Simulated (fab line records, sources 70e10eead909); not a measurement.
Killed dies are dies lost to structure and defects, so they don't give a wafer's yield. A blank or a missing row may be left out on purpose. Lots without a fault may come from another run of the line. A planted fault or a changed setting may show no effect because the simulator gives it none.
Problem report in the 8D (eight disciplines) form, filled by code | flow nand_harc | the parts of the form that need people (team, actions taken, sign-off) are left out

1. THE PROBLEM
raw_defect_count at NHARC_P_M1_INSPECT_11 reads a mean of 766.0 on 2 wafers of 2 lots; wafers without a fault read 4.4 with a standard deviation of 2.8. That is +99 or more standard deviations from the usual mean.
First seen on wafer L857.3, day 7 13:52, on defect_inspect-01. The record holds 18 wafers of 6 lots with a number at this step. Rule for "out", or "out of limits": more than 4 standard deviations from the usual mean. The other wafers with a number count as sound.

2. WHAT IT IS AND WHAT IT IS NOT
question                    | is                                   | is not
which readings at this step | raw_defect_count                     | -
which lots                  | L857, L859                           | L854, L866, L875, L876
which wafers of those lots  | L857.3, L859.2                       | L857.1, L857.4, L859.3, L859.4
read on which gauges        | defect_inspect-01, defect_inspect-02 | -
when                        | from day 7 13:52                     | up to then (5 sound wafers); but 11 sound wafers of L859, L866, L875, L876 came after

3. SUSPECTS, AND WHAT RULES EACH OUT
Counting: a tool at a process step up to the reading stays a suspect if it ran every lot that is out. Sound lots after the first of them don't rule it out here, since some wafers of a struck lot are sound.
- the gauge at NHARC_P_M1_INSPECT_11: ruled out. The wafers that are out were read on 2 gauges (defect_inspect-01, defect_inspect-02).
- rtp_anneal-02 at NHARC_P_M0_ANNEAL_30 (time 90 s): kept. It ran every lot that is out, first L857 (day 7 11:40); its last sound lot up to then is L854 (day 6 07:24).
- pecvd-02 at NHARC_P_M1_DEP_00 (deposits SiOC, target thk 182.5 nm): kept. It ran every lot that is out, first L857 (day 7 13:04).
- Within pecvd-02 at NHARC_P_M1_DEP_00: the wafers that are out ran in chamber 2; their sound lot-mates ran in chambers 0, 1.
Left after counting: rtp_anneal-02 at NHARC_P_M0_ANNEAL_30, pecvd-02 at NHARC_P_M1_DEP_00.

4. THE CAUSE (what the simulator had put in)
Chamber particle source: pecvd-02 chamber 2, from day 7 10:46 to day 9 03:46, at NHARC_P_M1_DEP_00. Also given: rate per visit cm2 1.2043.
Counting left 2 suspects, and this tool is among them.

5. THE CHAIN OF EFFECTS, in route order
Each row: a reading whose mean over the struck wafers that have a number lies more than 3 standard deviations from the usual. Only readings for which the record gives a usual standard deviation are gone through. hours: the time from each lot's start at the first step in this table that gives one to its start at this step, as a median over the lots. sigmas: the change in usual standard deviations.
hours | step                  | reading              | usual  | on struck wafers | change | sigmas
0     | NHARC_P_M1_INSPECT_11 | raw_defect_count     | 4.4    | 766.0            | +761.6 | +99 or more
446   | NHARC_END_SORT_01     | defect_limited_yield | 92.0 % | 82.9             | -9.1   | -3.5
446   | NHARC_END_SORT_01     | killed_at_periphery  | 4.2    | 73.5             | +69.3  | +25
446   | NHARC_END_SORT_01     | killed_dies          | 54     | 116              | +62    | +3.4
446   | NHARC_END_SORT_01     | sort_bin_3_pct       | 0.6 %  | 4.5              | +3.9   | +11
446   | NHARC_END_SORT_01     | sort_n_pass          | 623    | 561              | -62    | -3.4
446   | NHARC_END_SORT_01     | sort_yield_pct       | 92.0 % | 82.9             | -9.1   | -3.5

6. WHAT WOULD HAVE CAUGHT IT SOONER
In this record the first reading out of limits at a measuring or inspecting step was taken at day 7 13:52, 3 hours after the fault began at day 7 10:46.
Of the tool readings at NHARC_P_M1_DEP_00 for which the record gives a usual standard deviation, none was out on any struck wafer, so an alarm limit of 4 standard deviations on them would not have fired.
Of the lots that are out (2), L859 began NHARC_P_M1_DEP_00 on pecvd-02 after day 7 13:52. A hold on the tool at that time would have spared it.
